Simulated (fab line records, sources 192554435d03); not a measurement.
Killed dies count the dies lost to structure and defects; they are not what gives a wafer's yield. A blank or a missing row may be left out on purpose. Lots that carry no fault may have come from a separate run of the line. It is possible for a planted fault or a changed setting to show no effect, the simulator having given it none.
A lot that was struck, set against a sound lot :: flow n5Finfet :: 16 out of 1938 route steps
Sound: the wafers L330.1, L330.2, L330.3. Struck: wafers L334.1, L334.3 (left out: L334.4, a lot-mate that was not struck); the cause follows at the end.
Per side, at each step with rows, come the tool, then ch with its chambers, and then its first start. Under that, the readings that differ: sound wafers :: struck wafers :: difference of the means :: sigmas: that difference in standard deviations of wafers without a fault.
alike: words and numbers the same on both sides, and readings whose means are apart by under 2 such deviations; not compared: readings that were withheld, readings missing a value for some wafer, numbers with overlapping values and no deviation given by the record, and bounds like >300 which may hide the same value.
The two part at a step that has a row with sigmas, a row that says differs or no value, or rows on one side only. When numbers do not overlap yet have no deviation, they are printed without sigmas and do not part them. Lack of a reading on every wafer of one side parts them only where that side has two or more wafers.

first, 8 steps without rows for these wafers: N5_BEOL_M2_COAT_62 (time 60 s, resist thk 12 nm); N5_BEOL_M2_COAT_73 (time 60 s, resist thk 5 nm); N5_BEOL_M2_COAT_05 (resist thk 30 nm); N5_BEOL_M2_EBR_07; N5_BEOL_M2_SOFTBAKE_06 (time 60 s); N5_BEOL_M2_EXPOSE_08 (exposes mask M2); N5_BEOL_M2_PEB_09 (peb time 60 s); N5_BEOL_M2_DEVELOP_10 (develop time 30 s).
N5_BEOL_M2_CD_MEAS_11: the cd target is 16.79 nm.
  sound on cdSem-03 ch 0, day 9 07:26; struck on cdSem-02 ch 0, day 10 00:19
  alike: cdNm
N5_BEOL_M2_OVL_MEAS_12:
  sound on overlay-01 ch 0, day 9 07:28; struck on overlay-02 ch 0, day 10 00:20
  alike: M2_OVL
N5_BEOL_M2_INSPECT_13: inspects for defects (brightfield).
  sound: defectInspect-01 at day 9 07:31; struck: defectInspect-01 at day 10 00:24
  alike: rawDefectCount
N5_BEOL_M2_DESCUM_16: chemistry O2, time 7 s.
  sound on rieDiel-05 ch 0,2,3, day 9 07:40; struck on rieDiel-05 ch 0,1, day 10 00:40
  alike: drypumpMotorCurrentA, oesProductAu, rfVppV, showerheadPlenumPTorr, throttleValvePct
  not compared: rfHoursCounterH
N5_BEOL_M2_ETCH_74: etches underlayer in N2/H2, target depth 6.5 nm, time 5.2 s.
  sound on rieDiel-05 ch 0,2,3, day 9 07:42; struck on rieDiel-05 ch 0,1, day 10 00:42
reading: etchRfOnTimeS (s)
sound: 5.24 5.11 5.22
struck: 3.68 3.65
difference: -1.53
sigmas: -20

reading: oesProductAu (a.u.)
sound: 0.60 0.60 0.76
struck: 0.93 0.96
difference: +0.29
sigmas: +4
  alike: drypumpMotorCurrentA, rfVppV, showerheadPlenumPTorr, throttleValvePct
  not compared: rfHoursCounterH
N5_BEOL_M2_ETCH_63: etches SiARC in CF4, target depth 15.6 nm, time 26 s.
  sound on rieDiel-05 ch 0,2,3, day 9 07:43; struck on rieDiel-05 ch 0,1, day 10 00:43
  alike: drypumpMotorCurrentA, etchRfOnTimeS, oesProductAu, rfVppV, showerheadPlenumPTorr, throttleValvePct
  not compared: rfHoursCounterH
-- here the record skips 6 days between the struck wafers' starts before and after, leaving off in module BEOL_M2 and picking up in module BEOL_M4 (first step shown: number 1111 of the route) --
N5_BEOL_M4_RC_MEAS_101:
  sound on prober-02 ch 0, day 14 10:06; struck on prober-02 ch 0, day 15 18:53
reading: DIBL_N (mV/V)
sound: 36.6 37.0 38.3
struck: 35.3 34.4
difference: -2.5
sigmas: -2

reading: VT_P (mV)
sound: -251.5 -250.7 -252.3
struck: -244.9 -245.8
difference: +6.1
sigmas: +2
  alike: DIBL_P, IOFF_N, IOFF_P, ION_N, ION_P, SS_N, SS_P, VT_N
next, for these wafers, 1 step has no rows: N5_PASSIVATION_PROBE_49.

## WHERE THEY PART
Last at N5_BEOL_M4_RC_MEAS_101 as far as this record goes, first at N5_BEOL_M2_ETCH_74.

WHY: whatever the simulator had introduced
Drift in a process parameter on rieDiel-05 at N5_BEOL_M2_ETCH_74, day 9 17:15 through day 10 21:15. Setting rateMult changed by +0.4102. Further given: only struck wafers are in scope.
